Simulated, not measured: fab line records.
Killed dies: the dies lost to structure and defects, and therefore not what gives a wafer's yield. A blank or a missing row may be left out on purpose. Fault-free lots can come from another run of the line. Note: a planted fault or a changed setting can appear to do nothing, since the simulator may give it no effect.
What tool caused it? ; flow nand-harc ; 42 wafers from 14 lots sampled at 5 of the route's 1159 steps

WHAT EACH GAUGE READ, for each wafer
NHARC_A_CONTACT_INSPECT_44. Usual: 27 for raw-defect-count, sd 13.
lot;measured;on;raw-defect-count;flag
L618;day 16 14:56;defect-inspect-02;21 13 20;
L616;day 16 20:05;defect-inspect-01;16 17 19;
L615;day 16 22:01;defect-inspect-01;39 33 30;
L617;day 17 02:08;defect-inspect-02;24 20 24;
L614;day 17 02:05;defect-inspect-01;19 27 25;
L624;day 18 16:17;defect-inspect-02;24 23 19;
L621;day 18 17:13;defect-inspect-02;26 32 23;
L629;day 19 02:41;defect-inspect-02;21 21 23;
L631;day 20 11:42;defect-inspect-01;29 40 35;
L632;day 20 12:46;defect-inspect-01;25 24 32;
L633;day 20 22:35;defect-inspect-02;12 4 12;
L637;day 21 17:12;defect-inspect-02;21 25 17;
L635;day 21 17:47;defect-inspect-02;39 41 36;
L636;day 21 22:07;defect-inspect-01;43 42 29;

NHARC_END_SORT_01. Usual: killed-at-array 27, standard deviation 9.3; killed-at-other 0.9, standard deviation 1.3; killed-at-periphery 3.6, standard deviation 2.7; killed-dies 31, standard deviation 9.7; killed-open 3.3, standard deviation 1.8; killed-short 2.0, standard deviation 1.5.
lot;measured;on;killed-at-array;killed-at-other;killed-at-periphery;killed-dies;killed-open;killed-short;flag
L624;day 21 08:33;prober-01;25 24 26;2 4 0;2 7 8;29 35 34;1 3 3;0 0 2;
L629;day 22 01:41;prober-02;19 23 17;0 0 0;4 3 2;23 26 19;4 5 3;2 2 1;

TOOL THAT RAN EACH LOT (tool first, then ch and the chambers of the sampled wafers, then the start)
lot;NHARC_A_WL_FILL_CMP_12;NHARC_A_CONTACT_DEP_29;NHARC_A_CONTACT_SOFTBAKE_37
L618;cmp-04 ch 0,2,3, day 16 04:55;pecvd-02 ch 0,1,2, day 16 14:07;litho-track-01 ch 0, day 16 14:00
L616;cmp-04 ch 0,3, day 16 11:01;pecvd-02 ch 0,1, day 16 19:17;litho-track-04 ch 0, day 16 19:00
L615;cmp-03 ch 1,2,3, day 16 15:13;pecvd-01 ch 0,1, day 16 21:10;litho-track-04 ch 0, day 16 21:00
L617;cmp-03 ch 0,1,2, day 16 18:56;pecvd-01 ch 1,2, day 17 01:25;litho-track-06 ch 0, day 17 01:00
L614;cmp-03 ch 1,2,3, day 16 19:29;pecvd-01 ch 0,2, day 17 01:14;litho-track-04 ch 0, day 17 01:00
L624;cmp-04 ch 0,1,3, day 18 10:51;pecvd-02 ch 1,2, day 18 15:33;litho-track-04 ch 0, day 18 15:00
L621;cmp-03 ch 1,2,3, day 18 10:56;pecvd-02 ch 0,2, day 18 16:29;litho-track-06 ch 0, day 18 16:00
L629;cmp-03 ch 0,1,3, day 18 21:44;pecvd-01 ch 0,1,2, day 19 01:57;litho-track-04 ch 0, day 19 02:00
L631;cmp-04 ch 0,2,3, day 20 06:17;pecvd-04 ch 0,1,2, day 20 10:51;litho-track-01 ch 0, day 20 11:00
L632;cmp-02 ch 0,1,3, day 20 06:45;pecvd-04 ch 0,1,2, day 20 12:07;litho-track-01 ch 0, day 20 12:00
L633;cmp-04 ch 0,1,2, day 20 18:20;pecvd-01 ch 0,1,2, day 20 21:46;litho-track-01 ch 0, day 20 22:00
L637;cmp-02 ch 0,3, day 21 12:57;pecvd-02 ch 0,1, day 21 16:23;litho-track-06 ch 0, day 21 16:00
L635;cmp-03 ch 1,2, day 21 13:35;pecvd-01 ch 0,1,2, day 21 17:00;litho-track-06 ch 0, day 21 17:00
L636;cmp-03 ch 0,2,3, day 21 17:56;pecvd-02 ch 1,2, day 21 21:16;litho-track-01 ch 0, day 21 21:00
- NHARC_A_WL_FILL_CMP_12: polishes, t overpolish 30 s, target thk 75 nm.
- NHARC_A_CONTACT_DEP_29: deposits SiON, target thk 70 nm.
- NHARC_A_CONTACT_SOFTBAKE_37: time 55 s.

WHAT THE TOOLS THEMSELVES READ (means of the sampled wafers that have a number; where no wafer has one, the mark that the record gives instead)
NHARC_A_WL_FILL_CMP_12. Usual: motor-current-A 12.0 A, standard deviation 1.4; overpolish-run-s 30.000 s, standard deviation 0.009; retaining-ring-pressure-frac 1.000, standard deviation 0.0049; time-to-endpoint-s 15.0 s, standard deviation 2.5.
lot;tool;motor-current-A (A);overpolish-run-s (s);retaining-ring-pressure-frac;time-to-endpoint-s (s);flag
L618;cmp-04;11.0;30.005;1.001;16.3;
L616;cmp-04;11.5;29.997;1.006;17.3;
L615;cmp-03;11.6;30.001;1.000;12.6;
L617;cmp-03;11.7;30.003;1.003;15.1;
L614;cmp-03;11.5;29.999;1.001;11.6;
L624;cmp-04;12.2;30.004;0.999;16.7;
L621;cmp-03;11.6;30.007;1.000;12.3;
L629;cmp-03;11.6;30.004;0.999;13.9;
L631;cmp-04;11.0;29.991;0.997;17.7;
L632;cmp-02;13.2;29.997;1.000;14.1;
L633;cmp-04;11.1;30.002;1.000;17.3;
L637;cmp-02;13.7;30.000;1.004;13.7;
L635;cmp-03;11.8;30.010;0.999;16.1;
L636;cmp-03;12.2;30.000;0.999;16.4;

NHARC_A_CONTACT_DEP_29. Usual: heater-power-w 711 W, standard deviation 110; susceptor-temp-C 400.00 C, standard deviation 0.22.
lot;tool;heater-power-w (W);susceptor-temp-C (C);flag
L618;pecvd-02;675;400.22;
L616;pecvd-02;693;399.92;
L615;pecvd-01;823;399.96;
L617;pecvd-01;688;400.20;
L614;pecvd-01;642;399.92;
L624;pecvd-02;573;399.88;
L621;pecvd-02;680;399.96;
L629;pecvd-01;746;400.04;
L631;pecvd-04;702;400.24;
L632;pecvd-04;705;400.00;
L633;pecvd-01;748;399.97;
L637;pecvd-02;695;399.86;
L635;pecvd-01;781;400.21;
L636;pecvd-02;596;399.97;

NHARC_A_CONTACT_SOFTBAKE_37. Usual: 188.42 W for heater-power-total-W, sd 0.12.
lot;tool;heater-power-total-W (W);flag
L618;litho-track-01;188.41;
L616;litho-track-04;188.42;
L615;litho-track-04;188.41;
L617;litho-track-06;188.35;
L614;litho-track-04;188.59;
L624;litho-track-04;211.23;OFF
L621;litho-track-06;188.46;
L629;litho-track-04;199.95;OFF
L631;litho-track-01;188.41;
L632;litho-track-01;188.40;
L633;litho-track-01;188.46;
L637;litho-track-06;188.49;
L635;litho-track-06;188.46;
L636;litho-track-01;188.40;

THE ANSWER, worked out from the rows above alone
Rule: a lot counts as off when the mean over its wafers that have a number is more than 3 standard deviations away from the usual mean. Also off: a lot with no number at a reading for which 4 or more lots have one. All remaining lots with rows at the step are treated as sound. First the gauges in route order, then the tools' own readings, where a lot's mean is used as printed above. The first step at which some lot is off is used, and at that step the reading that is off furthest; a lot without a number counts as furthest.
Off, at NHARC_A_CONTACT_SOFTBAKE_37 on heater-power-total-W: L624, L629.
A tool fits if, at that step or a process step before it, it ran every lot that is off, and no sound lot after the first of them. One fits: NHARC_A_CONTACT_SOFTBAKE_37 on litho-track-04. A fault onset in the window from L614 (day 17 01:00, its last sound lot) to L624 (day 18 15:00, its first lot off) fits.
The tool's own readings at NHARC_A_CONTACT_SOFTBAKE_37 bear it out: on the lots that are off they differ by more than 5 times the standard deviation of the sound lots' means. heater-power-total-W reads 205.59 W there against 188.44 W on the sound lots.

WHAT THE SIMULATOR HAD PUT IN
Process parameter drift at NHARC_A_CONTACT_SOFTBAKE_37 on litho-track-04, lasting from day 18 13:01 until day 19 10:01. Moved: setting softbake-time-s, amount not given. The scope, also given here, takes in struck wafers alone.
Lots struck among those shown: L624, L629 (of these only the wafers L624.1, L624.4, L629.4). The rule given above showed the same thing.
